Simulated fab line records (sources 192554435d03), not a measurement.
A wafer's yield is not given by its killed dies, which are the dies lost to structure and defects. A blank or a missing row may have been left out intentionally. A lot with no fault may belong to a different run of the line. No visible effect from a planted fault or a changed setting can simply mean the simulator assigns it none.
Chamber matching    flow n5-finfet    ald-hk-03 running N5_MIM_TOP_ALD_00: 4 sister chambers
The step deposits Al2O3, purge time 3 s, co reactant pulse time 3 s. 20 wafers are shown with their chamber, then 10 later ones without.

## WAFERS PAIRED WITH THEIR CHAMBERS
wafer   chamber  precursor-pulse-height-rel
L075.1  2        1.007
L075.2  0        1.004
L075.6  2        1.020
L074.3  3        0.997
L074.5  2        0.985
L074.6  1        1.022
L079.2  0        1.024
L079.3  1        0.972
L079.4  2        1.030
L078.1  3        1.015
L078.2  0        1.010
L078.3  1        1.016
L078.4  2        0.998
L078.5  0        1.045
L078.6  3        0.984
L084.2  3        1.029
L084.3  2        1.000
L084.5  0        0.999
L086.1  3        1.018
L086.5  1        0.979

SIGNATURES, as means of the wafers listed above
reading                     chamber 0  chamber 1  chamber 2  chamber 3  scatter within a chamber
precursor-pulse-height-rel  1.01640    0.99725    1.00667    1.00860    0.0192
Rule: a wafer lies at a distance from a chamber equal to the root of the sum of squares, over the readings, of (its reading less the chamber's mean, divided by the reading's scatter). If the next closest chamber is less than 2 further off than the closest, the wafer can't be placed; otherwise it belongs to the closest. The scatter: the root of (the sum of the squares of (reading less its chamber's mean) over the shown wafers, divided by (wafers less chambers)).

## WAFERS MISSING THEIR CHAMBER
wafer   precursor-pulse-height-rel
L086.6  1.026
L089.2  0.971
L089.5  0.970
L089.6  1.004
L091.1  1.031
L091.2  1.010
L091.3  1.009
L094.1  1.011
L094.5  1.010
L094.6  0.976

## EACH ONE'S CHAMBER
wafer   from the rows above                in truth
L086.6  can't be placed: 0 or 3 or 2 or 1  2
L089.2  can't be placed: 1 or 2 or 3 or 0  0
L089.5  can't be placed: 1 or 2 or 3 or 0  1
L089.6  can't be placed: 2 or 3 or 1 or 0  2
L091.1  can't be placed: 0 or 3 or 2 or 1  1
L091.2  can't be placed: 3 or 2 or 0 or 1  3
L091.3  can't be placed: 3 or 2 or 0 or 1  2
L094.1  can't be placed: 3 or 2 or 0 or 1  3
L094.5  can't be placed: 3 or 2 or 0 or 1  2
L094.6  can't be placed: 1 or 2 or 3 or 0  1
Placed correctly: 0 of 10. Can't be placed from these rows: 10 (the true chamber is among the candidates in 10). Number placed wrongly: 0.
